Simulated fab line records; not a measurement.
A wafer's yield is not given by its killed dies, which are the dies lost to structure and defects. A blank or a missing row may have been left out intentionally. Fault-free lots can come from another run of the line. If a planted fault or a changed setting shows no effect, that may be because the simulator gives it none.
Struck lot and sound lot, side by side	flow nand_harc	13 steps out of a route of 1159
Sound: these wafers, L523.3, L523.5, L523.6. The struck wafers were L517.2, L517.4, L517.5. Last of all comes the cause.
Order at every step that has rows: each side's tool, ch and its chambers, its first start. Under that, the readings that differ: sound wafers	struck wafers	difference of the means	sigmas: that difference in standard deviations of wafers without a fault.
alike: readings with means less than 2 such deviations apart, plus words and numbers identical on both sides. not compared: withheld readings, readings lacking a value on some wafer, bounds such as >300 that could conceal the same value, and numbers that have no deviation in the record and whose values overlap.
The two part at a step that has a row with sigmas, a row that says differs or no value, or rows on one side only. Numbers that have no deviation but don't overlap get no sigmas and don't part them. Lack of a reading on every wafer of one side parts them only where that side has two or more wafers.

NHARC_P_M0_CMP_23: polishes, t overpolish 20 s, target thk 117.53 nm.
  sound on cmp-01 ch 2,3, day 10 11:04; struck on cmp-01 ch 1,2,3, day 9 03:23
  alike: motor_current_A, time_to_endpoint_s
NHARC_P_M0_THK_MEAS_24: measures by xrf.
  sound on film_metro-01 at day 10 11:23; struck on film_metro-02 at day 9 03:41
  alike: thk_nm
next, for these wafers, 1 step has no rows: NHARC_P_M0_SRD_25.
NHARC_P_M0_INSPECT_27:
  sound on defect_inspect-02 at day 10 11:32; struck on defect_inspect-02 at day 9 03:50
  alike: raw_defect_count
NHARC_P_M0_PRE_CLEAN_31: time 12 s.
  sound on pecvd-02 ch 1,2, day 10 11:41; struck on pecvd-03 ch 1,2, day 9 03:55
  alike: heater_power_w
NHARC_P_M0_DEP_32: deposits SiCN, target thk 30 nm.
  sound on pecvd-02 ch 1,2, day 10 11:47; struck on pecvd-03 ch 1,2, day 9 03:59
  alike: heater_power_w, showerhead_vpp_V
then, 5 steps without rows for these wafers: NHARC_P_M1_DEP_00 (deposits SiOC, target thk 182.5 nm); NHARC_P_M1_DEHYDRATE_01 (time 120 s); NHARC_P_M1_HMDS_02 (time 30 s); NHARC_P_M1_COAT_34 (time 65 s); NHARC_P_M1_COAT_03 (resist thk 90 nm).
NHARC_P_M1_SOFTBAKE_04: time 55 s.
  sound on litho_track-01 ch 0, day 10 12:00; struck on litho_track-04 ch 0, day 9 04:00
reading	sound	struck	difference	sigmas
heater_power_total_W (W)	188.24 188.30 188.43	206.72 206.77 206.23	+18.25	+99 or more
plate_temp_C (C)	104.74 104.95 105.02	- - -	no value on the struck wafers	
  alike: chill_plate_temp_C, exhaust_pa
next, for these wafers, 1 step has no rows: NHARC_P_M1_EBR_05.

== WHERE THEY PART ==
NHARC_P_M1_SOFTBAKE_04 only, going by this record.

WHY: what the simulator had put in
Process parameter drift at NHARC_P_M1_SOFTBAKE_04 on litho_track-04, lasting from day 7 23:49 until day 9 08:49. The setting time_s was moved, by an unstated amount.
